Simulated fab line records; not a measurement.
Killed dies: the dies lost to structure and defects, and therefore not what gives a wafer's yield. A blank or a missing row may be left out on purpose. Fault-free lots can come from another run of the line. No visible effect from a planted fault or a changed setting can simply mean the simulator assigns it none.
Matching of chambers :: flow n5_finfet :: rie_diel-01 running N5_SD_EPI_N_ETCHBACK_44: 4 sister chambers
The step etches SiNx in CH3F/O2, stops on SiO2, target depth 14.5 nm. 4 wafers are shown with their chamber, then 8 later ones without.

## WAFERS PAIRED WITH THEIR CHAMBERS
wafer: L092.3
chamber: 2
rf_vpp_V (V): 310

wafer: L092.5
chamber: 0
rf_vpp_V (V): 280

wafer: L092.6
chamber: 3
rf_vpp_V (V): 309

wafer: L094.2
chamber: 1
rf_vpp_V (V): 317

## WAFERS WITHOUT THEIR CHAMBER
wafer: L094.3
rf_vpp_V (V): 310

wafer: L094.4
rf_vpp_V (V): 309

wafer: L096.1
rf_vpp_V (V): 310

wafer: L096.2
rf_vpp_V (V): 308

wafer: L096.5
rf_vpp_V (V): 279

wafer: L097.4
rf_vpp_V (V): 309

wafer: L097.5
rf_vpp_V (V): 317

wafer: L097.6
rf_vpp_V (V): 281

## WHICH CHAMBER EACH WENT THROUGH
wafer: L094.3
from the rows above: can't be placed: 2 or 3
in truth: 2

wafer: L094.4
from the rows above: can't be placed: 3 or 2
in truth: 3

wafer: L096.1
from the rows above: can't be placed: 2 or 3
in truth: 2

wafer: L096.2
from the rows above: can't be placed: 3 or 2
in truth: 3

wafer: L096.5
from the rows above: 0
in truth: 0

wafer: L097.4
from the rows above: can't be placed: 3 or 2
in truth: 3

wafer: L097.5
from the rows above: 1
in truth: 1

wafer: L097.6
from the rows above: 0
in truth: 0
Correct placement for 3 of the 8. Can't be placed from these rows: 5 (the true chamber is among the candidates in 5). Placed wrongly: 0.
How it was worked out, from the rows above alone: a wafer's distance from a chamber is the root of the sum, over the readings, of the square of ((its reading less the chamber's mean) divided by the reading's scatter). The wafer belongs to the nearest chamber; if the next one is less than 2 further off, it can't be placed. A chamber's mean is the mean of its shown wafers. The scatter: root of mean squared gap, hidden wafer to nearest shown wafer, with one shown wafer a chamber.
